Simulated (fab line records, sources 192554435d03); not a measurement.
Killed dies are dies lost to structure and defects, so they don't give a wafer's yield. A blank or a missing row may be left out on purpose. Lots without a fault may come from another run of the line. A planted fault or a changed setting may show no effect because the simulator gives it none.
Split-lot experiment | flow n5_finfet | 7 lots, 39 wafers read, on a route of 1938 steps

THE SPLIT
At N5_BEOL_M0_SAQP_PECVD_96 (deposits a-Si from SiH4/He, target thk 45 nm, time 45.2 s), the setting time_s was moved away from the recipe's 45.2 s on 18 of the 39 wafers read, by -43.1% to +42.5%. The other wafers ran this setting at the recipe's value.

FROM THE SPLIT TO THE READING: what the file shows between them, 4 steps
- N5_BEOL_M0_SAQP_PECVD_97: deposits SiNx from SiH4/NH3/N2, target thk 23 nm, time 19.9 s
- N5_BEOL_M0_SAQP_PECVD_04: deposits a-Si from SiH4/He, target thk 60 nm, time 60.2 s
- N5_BEOL_M0_SAQP_ETCH_101: etches SiNx in CH3F/O2, target depth 29.9 nm, time 42.7 s
- N5_BEOL_M0_SAQP_ETCH_102: etches SiO2 in CF4, target depth 4 nm, time 4.4 s

THE READING
oes_product_au, in a.u., at N5_BEOL_M0_SAQP_MANDREL_ETCH_103 (etches a-Si in HBr/Cl2, stops on SiCN, target depth 45 nm, bt time 10 s, time 27 s). Fault-free wafers of this fab line usually give 0.682 a.u., standard deviation 0.014 a.u..

wafer  | tool, chamber at the split | time_s as run, s | against the recipe | oes_product_au, a.u. | against lot-mates on the recipe
L076.1 | pecvd-03, 0                | 58.07            | +28.5%             | 0.792                | +0.100
L076.2 | pecvd-03, 1                | 45.2             | recipe             | 0.689                | -
L076.3 | pecvd-03, 2                | 58.07            | +28.5%             | 0.779                | +0.087
L076.4 | pecvd-03, 0                | 58.07            | +28.5%             | 0.809                | +0.117
L076.5 | pecvd-03, 1,2              | 45.2             | recipe             | 0.686                | -
L076.6 | pecvd-03, 1,2              | 45.2             | recipe             | 0.701                | -
L078.1 | pecvd-03, 2                | 45.2             | recipe             | 0.692                | -
L078.2 | pecvd-03, 0                | 45.2             | recipe             | 0.663                | -
L078.5 | pecvd-03, 2                | 45.2             | recipe             | 0.653                | -
L079.1 | pecvd-01, 1                | 54.8             | +21.2%             | 0.779                | +0.105
L079.2 | pecvd-01, 0                | 54.8             | +21.2%             | 0.761                | +0.087
L079.3 | pecvd-01, 2                | 45.2             | recipe             | 0.659                | -
L079.4 | pecvd-01, 1                | 45.2             | recipe             | 0.703                | -
L079.5 | pecvd-01, 0                | 54.8             | +21.2%             | 0.782                | +0.108
L079.6 | pecvd-01, 2                | 45.2             | recipe             | 0.660                | -
L084.1 | pecvd-03, 2                | 45.2             | recipe             | 0.688                | -
L084.2 | pecvd-03, 0                | 56.87            | +25.8%             | 0.755                | +0.073
L084.3 | pecvd-03, 1                | 45.2             | recipe             | 0.664                | -
L084.4 | pecvd-03, 0                | 45.2             | recipe             | 0.694                | -
L084.5 | pecvd-03, 1                | 56.87            | +25.8%             | 0.766                | +0.084
L084.6 | pecvd-03, 2                | 56.87            | +25.8%             | 0.811                | +0.129
L089.1 | pecvd-02, 2                | 45.2             | recipe             | 0.699                | -
L089.2 | pecvd-02, 1                | 58.46            | +29.3%             | 0.804                | +0.111
L089.3 | pecvd-02, 0                | 58.46            | +29.3%             | 0.807                | +0.114
L089.4 | pecvd-02, 1                | 58.46            | +29.3%             | 0.808                | +0.115
L089.5 | pecvd-02, 0,2              | 45.2             | recipe             | 0.690                | -
L089.6 | pecvd-02, 0,2              | 45.2             | recipe             | 0.690                | -
L091.1 | pecvd-01, 1,0              | 64.4             | +42.5%             | 0.867                | +0.186
L091.2 | pecvd-01, 2                | 45.2             | recipe             | 0.686                | -
L091.3 | pecvd-01, 1,0              | 64.4             | +42.5%             | 0.823                | +0.142
L091.4 | pecvd-01, 1                | 45.2             | recipe             | 0.682                | -
L091.5 | pecvd-01, 0                | 45.2             | recipe             | 0.676                | -
L091.6 | pecvd-01, 2                | 64.4             | +42.5%             | 0.859                | +0.178
L095.1 | pecvd-01, 2                | 25.72            | -43.1%             | 0.508                | -0.160
L095.2 | pecvd-01, 1,0              | 45.2             | recipe             | 0.687                | -
L095.3 | pecvd-01, 0                | 45.2             | recipe             | 0.662                | -
L095.4 | pecvd-01, 1,0              | 45.2             | recipe             | 0.654                | -
L095.5 | pecvd-01, 1                | 25.72            | -43.1%             | 0.506                | -0.162
L095.6 | pecvd-01, 2                | 25.72            | -43.1%             | 0.520                | -0.148
Where a row lists several chambers, the file gives one row for several wafers and doesn't say which wafer went through which chamber.

THE FIT
A straight line over all 39 wafers: oes_product_au changes by +0.004 a.u. for each +1% of time_s; r = +0.98; the points scatter about the line by 0.016 a.u..
The same after taking each lot's own level away (the mean of its wafers on the recipe; 39 wafers): +0.00379 a.u. for each +1%; r = +0.98; scatter 0.015 a.u..
On that fit, the largest move of time_s shifts the reading by 0.16 a.u..
The lots' own levels span 0.6677 to 0.6930 a.u., that is 1.8 times the standard deviation above.
So the lot-to-lot level changes the slope little: the two slopes agree.
Check: with one of the wafers moved furthest among these (-43.1%) left out of the fit, the line predicts -0.162 a.u. for it against its lot-mates. It came out at -0.16 a.u. against them.

THE WHOLE CHAIN: every reading that the file lists as answering this split, in the file's order
step                             | what it does                                                                       | reading                                                                               | change (the file's fit)                   | r (the file's)
N5_BEOL_M0_SAQP_PECVD_96         | deposits a-Si from SiH4/He, target thk 45 nm, time 45.2 s                          | a-Si_of_BEOL_M0_SAQP_PECVD_96.thk_nm (the simulator's own value, which no gauge read) | +0.446 nm for each +1% of the setting     | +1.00
N5_BEOL_M0_SAQP_MANDREL_ETCH_103 | etches a-Si in HBr/Cl2, stops on SiCN, target depth 45 nm, bt time 10 s, time 27 s | oes_product_au                                                                        | +0.00382 a.u. for each +1% of the setting | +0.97
N5_BEOL_M0_SAQP_MANDREL_ETCH_103 | etches a-Si in HBr/Cl2, stops on SiCN, target depth 45 nm, bt time 10 s, time 27 s | etch.depth_nm (the simulator's own value, which no gauge read)                        | +0.446 nm for each +1% of the setting     | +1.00

THE FILE'S OWN FIT
oes_product_au changes by +0.00382 a.u. for each +1% of time_s, r = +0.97.
